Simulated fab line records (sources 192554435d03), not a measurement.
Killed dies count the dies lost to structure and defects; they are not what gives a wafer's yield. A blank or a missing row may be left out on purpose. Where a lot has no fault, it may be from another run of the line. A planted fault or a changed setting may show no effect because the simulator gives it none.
Which tool is to blame? :: flow n5-finfet :: 36 wafers from 12 lots sampled at 5 of the route's 1938 steps

WHAT THE GAUGES SHOWED, per wafer
The record lacks any reading of a measuring or inspecting step that a usual standard deviation could be used to judge.

EACH LOT AND THE TOOL THAT RAN IT (in order: tool; ch and the chambers of the sampled wafers; start)
lot: L510
N5_BEOL_M5_DEGAS_44: pvd-sputter-03, day 8 19:10
N5_BEOL_M5_SURFACE_TREAT_87: pvd-sputter-03, day 8 19:38
N5_BEOL_M5_CVD_47: cvd-co-02 ch 0,1, day 8 19:42
N5_BEOL_M5_SPUTTER_90: pvd-sputter-03, day 9 00:14
N5_PASSIVATION_PROBE_49: prober-01, day 12 14:33

lot: L511
N5_BEOL_M5_DEGAS_44: pvd-sputter-03, day 8 19:17
N5_BEOL_M5_SURFACE_TREAT_87: pvd-sputter-03, day 8 19:41
N5_BEOL_M5_CVD_47: cvd-co-01 ch 0,2, day 8 19:46
N5_BEOL_M5_SPUTTER_90: pvd-sputter-02, day 9 00:16
N5_PASSIVATION_PROBE_49: -

lot: L512
N5_BEOL_M5_DEGAS_44: pvd-sputter-02, day 9 11:45
N5_BEOL_M5_SURFACE_TREAT_87: pvd-sputter-02, day 9 12:08
N5_BEOL_M5_CVD_47: cvd-co-01 ch 1,2, day 9 12:16
N5_BEOL_M5_SPUTTER_90: pvd-sputter-03, day 9 16:57
N5_PASSIVATION_PROBE_49: -

lot: L515
N5_BEOL_M5_DEGAS_44: pvd-sputter-02, day 9 19:49
N5_BEOL_M5_SURFACE_TREAT_87: pvd-sputter-02, day 9 20:19
N5_BEOL_M5_CVD_47: cvd-co-02 ch 0,1,2, day 9 20:26
N5_BEOL_M5_SPUTTER_90: pvd-sputter-03, day 10 00:56
N5_PASSIVATION_PROBE_49: -

lot: L519
N5_BEOL_M5_DEGAS_44: pvd-sputter-03, day 10 19:58
N5_BEOL_M5_SURFACE_TREAT_87: pvd-sputter-03, day 10 20:47
N5_BEOL_M5_CVD_47: cvd-co-02 ch 0,1,2, day 10 21:05
N5_BEOL_M5_SPUTTER_90: pvd-sputter-02, day 11 01:35
N5_PASSIVATION_PROBE_49: prober-01, day 15 06:43

lot: L523
N5_BEOL_M5_DEGAS_44: pvd-sputter-01, day 11 23:48
N5_BEOL_M5_SURFACE_TREAT_87: pvd-sputter-01, day 12 00:08
N5_BEOL_M5_CVD_47: cvd-co-01 ch 0,1, day 12 00:12
N5_BEOL_M5_SPUTTER_90: pvd-sputter-01, day 12 04:44
N5_PASSIVATION_PROBE_49: -

lot: L524
N5_BEOL_M5_DEGAS_44: pvd-sputter-02, day 12 04:19
N5_BEOL_M5_SURFACE_TREAT_87: pvd-sputter-02, day 12 04:43
N5_BEOL_M5_CVD_47: cvd-co-01 ch 1,2, day 12 04:50
N5_BEOL_M5_SPUTTER_90: pvd-sputter-03, day 12 09:23
N5_PASSIVATION_PROBE_49: -

lot: L525
N5_BEOL_M5_DEGAS_44: pvd-sputter-03, day 12 18:00
N5_BEOL_M5_SURFACE_TREAT_87: pvd-sputter-02, day 12 18:22
N5_BEOL_M5_CVD_47: cvd-co-01 ch 0,2, day 12 18:28
N5_BEOL_M5_SPUTTER_90: pvd-sputter-03, day 12 22:59
N5_PASSIVATION_PROBE_49: -

lot: L527
N5_BEOL_M5_DEGAS_44: pvd-sputter-01, day 13 14:11
N5_BEOL_M5_SURFACE_TREAT_87: pvd-sputter-01, day 13 14:37
N5_BEOL_M5_CVD_47: cvd-co-02 ch 1,2, day 13 14:46
N5_BEOL_M5_SPUTTER_90: pvd-sputter-03, day 13 20:32
N5_PASSIVATION_PROBE_49: -

lot: L531
N5_BEOL_M5_DEGAS_44: pvd-sputter-01, day 13 17:59
N5_BEOL_M5_SURFACE_TREAT_87: pvd-sputter-02, day 13 18:26
N5_BEOL_M5_CVD_47: cvd-co-01 ch 0,1, day 13 18:31
N5_BEOL_M5_SPUTTER_90: pvd-sputter-01, day 13 23:12
N5_PASSIVATION_PROBE_49: -

lot: L528
N5_BEOL_M5_DEGAS_44: pvd-sputter-02, day 13 20:59
N5_BEOL_M5_SURFACE_TREAT_87: pvd-sputter-02, day 13 21:32
N5_BEOL_M5_CVD_47: cvd-co-02 ch 0,1, day 13 21:36
N5_BEOL_M5_SPUTTER_90: pvd-sputter-03, day 14 02:10
N5_PASSIVATION_PROBE_49: -

lot: L530
N5_BEOL_M5_DEGAS_44: pvd-sputter-03, day 14 06:22
N5_BEOL_M5_SURFACE_TREAT_87: pvd-sputter-03, day 14 06:47
N5_BEOL_M5_CVD_47: cvd-co-02 ch 0,1,2, day 14 07:05
N5_BEOL_M5_SPUTTER_90: pvd-sputter-03, day 14 13:01
N5_PASSIVATION_PROBE_49: -
- N5_BEOL_M5_DEGAS_44: time 60 s.
- N5_BEOL_M5_SURFACE_TREAT_87
- N5_BEOL_M5_CVD_47: deposits Co from CCTBA/H2, target thk 3 nm, time 216 s.
- N5_BEOL_M5_SPUTTER_90: material Cu, target thk 4.5 nm, time 8.29 s.
- N5_PASSIVATION_PROBE_49

AS READ BY THE TOOLS THEMSELVES (means over the sampled wafers that have a number; for cases with no such wafer, the mark the record gives instead)
N5_BEOL_M5_DEGAS_44.
lot: L510
tool: pvd-sputter-03
heater-power-w (W): 346

lot: L511
tool: pvd-sputter-03
heater-power-w (W): 332

lot: L512
tool: pvd-sputter-02
heater-power-w (W): 373

lot: L515
tool: pvd-sputter-02
heater-power-w (W): 374

lot: L519
tool: pvd-sputter-03
heater-power-w (W): 343

lot: L523
tool: pvd-sputter-01
heater-power-w (W): 351

lot: L524
tool: pvd-sputter-02
heater-power-w (W): 383

lot: L525
tool: pvd-sputter-03
heater-power-w (W): 322

lot: L527
tool: pvd-sputter-01
heater-power-w (W): 343

lot: L531
tool: pvd-sputter-01
heater-power-w (W): 348

lot: L528
tool: pvd-sputter-02
heater-power-w (W): 353

lot: L530
tool: pvd-sputter-03
heater-power-w (W): 352

N5_BEOL_M5_CVD_47.
lot: L510
tool: cvd-co-02
run-length-s (s): 238.7

lot: L511
tool: cvd-co-01
run-length-s (s): 239.5

lot: L512
tool: cvd-co-01
run-length-s (s): 239.8

lot: L515
tool: cvd-co-02
run-length-s (s): 192.0

lot: L519
tool: cvd-co-02
run-length-s (s): 192.1

lot: L523
tool: cvd-co-01
run-length-s (s): 239.3

lot: L524
tool: cvd-co-01
run-length-s (s): 239.4

lot: L525
tool: cvd-co-01
run-length-s (s): 239.5

lot: L527
tool: cvd-co-02
run-length-s (s): 239.5

lot: L531
tool: cvd-co-01
run-length-s (s): 239.2

lot: L528
tool: cvd-co-02
run-length-s (s): 239.3

lot: L530
tool: cvd-co-02
run-length-s (s): 239.0

N5_BEOL_M5_SPUTTER_90.
lot: L510
tool: pvd-sputter-03
chamber-pressure-pa (Pa): 0.07002
throttle-valve-pct (%): 29.6

lot: L511
tool: pvd-sputter-02
chamber-pressure-pa (Pa): 0.06976
throttle-valve-pct (%): 29.5

lot: L512
tool: pvd-sputter-03
chamber-pressure-pa (Pa): 0.06998
throttle-valve-pct (%): 29.8

lot: L515
tool: pvd-sputter-03
chamber-pressure-pa (Pa): 0.07000
throttle-valve-pct (%): 30.5

lot: L519
tool: pvd-sputter-02
chamber-pressure-pa (Pa): 0.06988
throttle-valve-pct (%): 29.7

lot: L523
tool: pvd-sputter-01
chamber-pressure-pa (Pa): 0.06993
throttle-valve-pct (%): 30.2

lot: L524
tool: pvd-sputter-03
chamber-pressure-pa (Pa): 0.07008
throttle-valve-pct (%): 29.4

lot: L525
tool: pvd-sputter-03
chamber-pressure-pa (Pa): 0.07009
throttle-valve-pct (%): 30.0

lot: L527
tool: pvd-sputter-03
chamber-pressure-pa (Pa): 0.07000
throttle-valve-pct (%): 29.6

lot: L531
tool: pvd-sputter-01
chamber-pressure-pa (Pa): 0.06998
throttle-valve-pct (%): 30.5

lot: L528
tool: pvd-sputter-03
chamber-pressure-pa (Pa): 0.06994
throttle-valve-pct (%): 30.4

lot: L530
tool: pvd-sputter-03
chamber-pressure-pa (Pa): 0.07000
throttle-valve-pct (%): 30.4

N5_PASSIVATION_PROBE_49.
lot: L510
tool: prober-01
defect-limited-yield (%): 91.4
killed_at_M0_to_M3: 29
killed_at_M4_up: 17
killed-at-contacts: 10
killed-at-front-end: 44
killed-at-other: 1.7
killed-dies: 102
killed-open: 67
killed-short: 31
sort_bin_5_function (%): 5.1
sort_bin_6_memory (%): 3.2
sort_bin_8_speed (%): 0.00
sort-n-pass: 1078
sort-yield-pct (%): 91.4

lot: L519
tool: prober-01
defect-limited-yield (%): 90.7
killed_at_M0_to_M3: 34
killed_at_M4_up: 21
killed-at-contacts: 9
killed-at-front-end: 42
killed-at-other: 3.7
killed-dies: 110
killed-open: 77
killed-short: 31
sort_bin_5_function (%): 6.0
sort_bin_6_memory (%): 2.9
sort_bin_8_speed (%): 0.00
sort-n-pass: 1070
sort-yield-pct (%): 90.7

THE ANSWER, worked out from the rows above alone
Rule: usual is defined by the lots themselves. Put in order of their means at a reading, lots are off if they are a third of the lots or fewer, leave a main group of 4 or more, and stand apart from it by a gap of 3 or more times the standard deviation of the main group's means; of several such gaps the widest counts. A main group whose means are all the same, to the digits that the tables above print for the reading, isn't used. A lot without any number at a reading at which 4 lots or more have one is off too. The other lots that the step has rows for count as sound. First the gauges in route order, then the tools' own readings, where a lot's mean is used as printed above. The first step at which some lot is off is used, and at that step the reading that is off furthest; a lot without a number counts as furthest.
Off: L515, L519 (N5_BEOL_M5_CVD_47, run-length-s). The main group has a mean of 239.3 s with a standard deviation of 0.29.
A tool fits if, at that step or a process step before it, it ran every lot that is off, and no sound lot after the first of them. Not one of the candidates tried fits.

WHAT THE SIMULATOR HAD INSERTED
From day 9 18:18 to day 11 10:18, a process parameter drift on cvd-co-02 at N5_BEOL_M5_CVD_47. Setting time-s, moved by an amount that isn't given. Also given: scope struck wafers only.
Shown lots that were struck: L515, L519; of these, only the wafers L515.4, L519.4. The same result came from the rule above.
